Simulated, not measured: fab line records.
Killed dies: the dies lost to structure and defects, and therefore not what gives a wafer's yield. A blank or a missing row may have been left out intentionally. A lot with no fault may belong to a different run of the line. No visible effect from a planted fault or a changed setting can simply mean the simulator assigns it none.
Which tool is to blame? | flow nand-harc | Sampling: 7 lots, 21 wafers, 3 of 1302 route steps

## WHAT EACH GAUGE READ, for each wafer
NHARC_A_ONON_D2_THK_MEAS_18: measures by ellipsometry.
lot  | measured     | on            | thk-nm (nm)
L713 | day 13 15:20 | film-metro-01 | 1014 1013 1013
L715 | day 14 10:39 | film-metro-02 | 1010 1010 1010
L718 | day 15 17:26 | film-metro-02 | 1007 1005 1008
L721 | day 16 18:21 | film-metro-01 | 1010 1012 1011
L723 | day 17 08:01 | film-metro-02 | 693 1000 693
L732 | day 21 12:05 | film-metro-01 | 1003 1002 1001
L733 | day 22 00:23 | film-metro-01 | 983 983 982

## EACH LOT AND THE TOOL THAT RAN IT (in order: tool; ch and the chambers of the sampled wafers; start)
lot  | NHARC_A_CHANNEL_FILL_D1_ETCHBACK_08           | NHARC_A_ONON_D2_DEP_16
L713 | rie-diel-03 ch 0,1,3, day 12 07:37 or earlier | pecvd-onon-01 ch 0, day 13 14:50
L715 | rie-diel-13 ch 0,1,3, day 12 22:56 or earlier | pecvd-onon-03 ch 0, day 14 10:08
L718 | rie-diel-03 ch 0,1, day 14 09:57 or earlier   | pecvd-onon-01 ch 0, day 15 16:55
L721 | rie-diel-13 ch 0,1,3, day 15 07:56 or earlier | pecvd-onon-03 ch 0, day 16 17:50
L723 | rie-diel-02 ch 0,1,2, day 15 21:19 or earlier | pecvd-onon-03 ch 0, day 17 07:34
L732 | rie-diel-13 ch 0,1,2, day 20 02:49 or earlier | pecvd-onon-01 ch 0, day 21 11:35
L733 | rie-diel-13 ch 0,1,2, day 20 14:51 or earlier | pecvd-onon-01 ch 0, day 21 23:53
- NHARC_A_CHANNEL_FILL_D1_ETCHBACK_08: etches the open film in C4F8, target depth 220 nm, time 110 s.
- NHARC_A_ONON_D2_DEP_16: target thk 1000 nm.

## THE ANSWER, worked out from the rows above alone
Rule: the usual values come from the lots themselves. Put in order of their means at a reading, lots are off if they are a third of the lots or fewer, leave a main group of 4 or more, and stand apart from it by a gap of 3 or more times the standard deviation of the main group's means; of several such gaps the widest counts. Not used: any main group whose means are identical at the precision the tables above print for the reading. Also off: a lot with no number at a reading for which 4 or more lots have one. Where the step has rows for the other lots, those lots are counted as sound.
Off: L723 (NHARC_A_ONON_D2_THK_MEAS_18, thk-nm). Main group: mean 1004 nm, sd 10.
If a tool, at a process step before that reading, ran all the lots that are off and no sound lot after the first of them, it fits. Those tools and the gauges at NHARC_A_ONON_D2_THK_MEAS_18 are tried in the same way. With no start given for some of its lots, NHARC_A_CHANNEL_FILL_D1_ETCHBACK_08 uses the hours and lot order of NHARC_A_DECK1_JOINT_THK_MEAS_14. Can't be told from this: 3 tools fit, rie-diel-02 at NHARC_A_CHANNEL_FILL_D1_ETCHBACK_08, pecvd-onon-03 at NHARC_A_ONON_D2_DEP_16, film-metro-02 at NHARC_A_ONON_D2_THK_MEAS_18.

## WHAT THE SIMULATOR HAD PUT IN
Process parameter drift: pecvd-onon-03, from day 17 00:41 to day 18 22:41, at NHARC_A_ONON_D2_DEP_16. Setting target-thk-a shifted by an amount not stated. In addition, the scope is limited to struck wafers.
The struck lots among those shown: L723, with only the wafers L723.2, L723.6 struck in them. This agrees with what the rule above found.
